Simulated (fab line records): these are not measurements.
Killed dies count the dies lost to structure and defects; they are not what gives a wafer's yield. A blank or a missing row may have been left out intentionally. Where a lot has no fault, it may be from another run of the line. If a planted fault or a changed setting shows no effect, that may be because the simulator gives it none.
A lot that was struck, set against a sound lot	flow n5Finfet	37 steps out of a route of 1938
Sound: these wafers, L619.3, L619.4, L619.6. Struck: wafer L608.6; the same lot's L608.1 was not struck, so it is left out; see the end for the cause.
Each step with rows lists, per side, the tool, then ch with its chambers, then its first start. Under that, the readings that differ: sound wafers	struck wafers	difference of the means	sigmas: that difference in standard deviations of wafers without a fault.
alike: same words and numbers on both sides, and readings whose means sit less than 2 such deviations apart. not compared: any withheld reading, any reading some wafer has no value for, any bound like >300 that may hide the same value, and any number with overlapping values for which the record gives no deviation.
Wherever a step has rows on one side only, a row that says differs or no value, or a row with sigmas, the two part there. Non-overlapping numbers with no deviation appear without sigmas and do not part them. A reading missing from all wafers of one side parts the sides only when that side holds two or more wafers.

first, 12 steps without rows for these wafers: N5_SD_EPI_P_STRIP_38 (strips in N2/H2); N5_SD_EPI_P_ETCHBACK_46 (etches SiNx in CH3F/O2, stops on SiO2, target depth 17.5 nm); N5_SD_EPI_P_ETCH_47 (etches SiOCN in CH3F/O2, target depth 25 nm); N5_SD_EPI_P_ETCH_16 (etches SiO2 in CHF3/O2, target depth 5 nm); N5_SD_EPI_P_STRIP_50 (strips in CHF3/O2); N5_SD_EPI_P_SD_RECESS_17 (chemistry HBr/Cl2/O2, target depth 39.1 nm, bt time 3 s); N5_SD_EPI_P_WET_ETCH_45 (etches SiO2 in dHF, time 10.7 s, target depth 2 nm, rinse time 30 s); N5_SD_EPI_P_STRIP_40 (strips in N2/H2); N5_SD_EPI_P_PRECLEAN_52 (cleans in O3/DIW, time 60 s); N5_SD_EPI_P_SRD_20 (time 30 s); N5_SD_EPI_P_PRECLEAN_51 (cleans in NF3:NH3, afs cycles 1, time 20 s, sublimation time 60 s); N5_SD_EPI_P_VAPOR_ETCH_44 (etches SiGe30 in NF3/Ar, time 3.3 s).
N5_SD_EPI_P_EPI_21: deposits SiGe:B, time 355 s.
  sound on epiRpcvd-02 ch 0, day 9 08:36; struck on epiRpcvd-01 ch 0, day 6 09:43
reading	sound	struck	difference	sigmas
model.SiGe-B_of_SD_EPI_P_EPI_21.thkNm (nm)	60.6 60.6 61.2	67.2	+6.4	
N5_SD_EPI_P_EPI_MEAS_23:
  sound on filmMetro-01 at day 9 10:34; struck on filmMetro-01 at day 6 10:13
reading	sound	struck	difference	sigmas
thkNm (nm)	60.7 61.2 62.9	67.0	+5.4	+4
then, 8 steps without rows for these wafers: N5_SD_EPI_P_HM_STRIP_48 (strips SiNx in H3PO4, material SiNx, target depth 3 nm); N5_SD_EPI_P_SRD_49 (time 30 s); N5_SD_EPI_P_PRECLEAN_24 (cleans in O3/DIW, time 45 s); N5_SD_EPI_P_PRECLEAN_32 (cleans in dHF, time 10 s); N5_SD_EPI_P_PRECLEAN_33 (cleans in SC2, time 45 s); N5_SD_EPI_P_SRD_25 (time 30 s); N5_SD_ACTIVATION_RTA_00 (time 0 s); N5_SD_ACTIVATION_LSA_01 (time 0.0008 s).
N5_SD_ACTIVATION_RS_MEAS_03: the measuring method here is four-point-probe.
  sound on filmMetro-02 at day 9 11:13; struck on filmMetro-02 at day 6 10:50
reading	sound	struck	difference	sigmas
RS_SD_P (ohm/sq)	57.4 57.4 57.0	51.0	-6.3	-8
  alike: RS_SD_N
then, 12 steps without rows for these wafers: N5_ILD0_LINER_00 (material SiNx, target thk 4 nm, pulse time 1 s, purge time 2 s); N5_ILD0_FCVD_FILL_01 (material SiO2 flowable, target thk 200 nm, time 328.3 s); N5_ILD0_CURE_02 (time 1800 s); N5_ILD0_CMP_03 (polishes, stops on SiNx, t overpolish 1.9 s, target thk 197.38 nm); N5_ILD0_CMP_07 (polishes SiO2 flowable, stops on poly-Si, t overpolish 1.18 s, target thk 138.88 nm); N5_ILD0_PRECLEAN_10 (cleans in NF3:NH3, afs cycles 5, time 20 s, sublimation time 60 s); N5_ILD0_ALD_15 (deposits SiNx, target thk 24 nm, pulse time 1 s, ald cycles 480); N5_ILD0_CMP_12 (polishes SiNx, stops on poly-Si, t overpolish 6 s, target thk 17.67 nm); N5_SDB_HM_DEP_00 (deposits SiNx from SiH4/NH3/N2, target thk 40 nm, time 35.3 s); N5_SDB_COAT_03 (time 60 s, resist thk 100 nm); N5_SDB_COAT_04 (time 60 s, resist thk 18 nm); N5_SDB_COAT_05 (resist thk 90 nm).
N5_MOL_CONTACT_COAG_ETCH_110: etches Si in CF4/O2, target depth 2.5 nm, time 8 s.
  sound on rieDiel-05 ch 1,3, day 10 16:16; struck on rieDiel-05 ch 2, day 7 17:19
reading	sound	struck	difference	sigmas
showerheadPlenumPTorr (Torr)	2.22 2.15 2.15	2.29	+0.12	+2
model.SiGe-B_of_SD_EPI_P_EPI_21.thkNm (nm)	57.8 57.8 58.2	64	+6	
  alike: drypumpMotorCurrentA, oesProductAu, rfVppV, throttleValvePct
  not compared: rfHoursCounterH
-- here the record skips 5 days between the struck wafers' starts before and after, leaving off in module MOL_CONTACT_COAG and picking up in module BEOL_M4 (first step shown: number 1111 of the route) --
N5_BEOL_M4_RC_MEAS_101:
  sound on prober-02 ch 0, day 15 15:43; struck on prober-02 ch 0, day 13 02:02
reading	sound	struck	difference	sigmas
DIBL_P (mV/V)	37.9 35.4 36.8	33.6	-3.1	-2
RS_SD_P (ohm/sq)	67.0 68.1 67.0	59.5	-7.9	-8
  alike: DIBL_N, IOFF_N, IOFF_P, ION_N, ION_P, SS_N, SS_P, VT_N, VT_P

WHERE THEY PART
At N5_SD_EPI_P_EPI_MEAS_23 first; at N5_BEOL_M4_RC_MEAS_101 last (within this record only).

WHY: whatever the simulator had introduced
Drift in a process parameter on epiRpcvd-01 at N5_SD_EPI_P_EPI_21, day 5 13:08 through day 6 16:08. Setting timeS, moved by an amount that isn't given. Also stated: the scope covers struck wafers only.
